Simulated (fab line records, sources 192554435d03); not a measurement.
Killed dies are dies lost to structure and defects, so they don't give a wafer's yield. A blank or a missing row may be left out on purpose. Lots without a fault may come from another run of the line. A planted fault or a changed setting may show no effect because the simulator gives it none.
Chamber matching | flow n5_finfet | N5_BEOL_M1_ETCH_63 on rie_diel-02: 4 sister chambers
The step etches SiARC in CF4, target depth 15.6 nm, time 26 s. 4 wafers are shown with their chamber, then 7 later ones without.

WAFERS WITH THEIR CHAMBER
wafer  | chamber | drypump_motor_current_A (A)
L080.1 | 0       | 5.9
L080.5 | 1       | 5.1
L081.1 | 3       | 6.4
L081.3 | 2       | 5.8

WAFERS WITHOUT THEIR CHAMBER
wafer  | drypump_motor_current_A (A)
L081.5 | 5.8
L087.2 | 5.8
L087.5 | 6.4
L087.6 | 5.8
L094.1 | 5.2
L094.2 | 6.4
L094.6 | 5.8

WHICH CHAMBER EACH WENT THROUGH
wafer  | from the rows above | in truth
L081.5 | 2                   | 2
L087.2 | 2                   | 2
L087.5 | 3                   | 3
L087.6 | 2                   | 2
L094.1 | 1                   | 1
L094.2 | 3                   | 3
L094.6 | 2                   | 2
Placed correctly: 7 of 7. Can't be placed from these rows: 0. Placed wrongly: 0.
How it was worked out, from the rows above alone: a wafer's distance from a chamber is the root of the sum, over the readings, of the square of ((its reading less the chamber's mean) divided by the reading's scatter). The wafer belongs to the nearest chamber; if the next one is less than 2 further off, it can't be placed. A chamber's mean is the mean of its shown wafers. The scatter: with one shown wafer a chamber, the root of the mean of the squares of how far each hidden wafer lies from its nearest shown one.
